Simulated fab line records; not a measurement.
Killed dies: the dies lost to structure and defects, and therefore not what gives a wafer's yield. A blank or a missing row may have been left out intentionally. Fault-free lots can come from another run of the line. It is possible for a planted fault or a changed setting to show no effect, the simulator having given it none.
What tool caused it? -- flow n5_finfet -- 6 lots with 18 wafers sampled at 4 steps, on a route of 1938 steps

WHAT THE GAUGES READ, wafer by wafer
N5_BEOL_M12_CD_MEAS_10: the cd target is 140 nm.
lot,measured,on,cd_nm (nm)
L333,day 11 11:14,cd_sem-03,139.8 139.6 140.7
L335,day 12 06:44,cd_sem-02,140.0 141.2 138.9
L336,day 12 20:01,cd_sem-01,140.4 140.4 140.5
L343,day 14 08:27,cd_sem-02,139.3 139.2 142.1
L348,day 15 17:55,cd_sem-02,149.3 147.0 147.5
L353,day 17 20:47,cd_sem-01,140.0 137.9 134.5

WHICH TOOL RAN EACH LOT (tool, then ch and the chambers of the sampled wafers, then the start)
lot,N5_BEOL_M11_SURFACE_TREAT_76,N5_BEOL_M11_ANNEAL_51,N5_BEOL_M12_PEB_08
L333,"pvd_sputter-02, day 11 08:58","rtp_anneal-02 ch 0, day 11 10:04","litho_track-04 ch 0, day 11 11:08"
L335,"pvd_sputter-03, day 12 04:58","rtp_anneal-02 ch 0, day 12 05:26","litho_track-04 ch 0, day 12 06:37"
L336,"pvd_sputter-01, day 12 18:07","rtp_anneal-02 ch 0, day 12 18:40","litho_track-04 ch 0, day 12 19:54"
L343,"pvd_sputter-02, day 14 06:31","rtp_anneal-01 ch 0, day 14 07:05","litho_track-04 ch 0, day 14 08:20"
L348,"pvd_sputter-03, day 15 15:58","rtp_anneal-02 ch 0, day 15 16:35","litho_track-04 ch 0, day 15 17:48"
L353,"pvd_sputter-03, day 17 18:55","rtp_anneal-01 ch 0, day 17 19:23","litho_track-01 ch 0, day 17 20:40"
- N5_BEOL_M11_SURFACE_TREAT_76
- N5_BEOL_M11_ANNEAL_51: time 90 s.
- N5_BEOL_M12_PEB_08: peb time 90 s.

THE ANSWER, worked out from the rows above alone
Rule: the lots themselves supply what counts as usual. Put in order of their means at a reading, lots are off if they are a third of the lots or fewer, leave a main group of 4 or more, and stand apart from it by a gap of 3 or more times the standard deviation of the main group's means; of several such gaps the widest counts. A main group is skipped when, at the precision printed for the reading in the tables above, its means are all equal. A lot without any number at a reading at which 4 lots or more have one is off too. Any other lot the step has rows for is counted as sound.
Off, at N5_BEOL_M12_CD_MEAS_10 on cd_nm: L348. Main group: mean 139.6 nm, sd 1.1.
A tool fits if, at a process step before that reading, it ran every lot that is off, and no sound lot after the first of them. The gauges at N5_BEOL_M12_CD_MEAS_10 are tried like those tools. Can't be told from this: 3 tools fit, rtp_anneal-02 at N5_BEOL_M11_ANNEAL_51, litho_track-04 at N5_BEOL_M12_PEB_08, cd_sem-02 at N5_BEOL_M12_CD_MEAS_10.

WHAT THE SIMULATOR HAD PUT IN
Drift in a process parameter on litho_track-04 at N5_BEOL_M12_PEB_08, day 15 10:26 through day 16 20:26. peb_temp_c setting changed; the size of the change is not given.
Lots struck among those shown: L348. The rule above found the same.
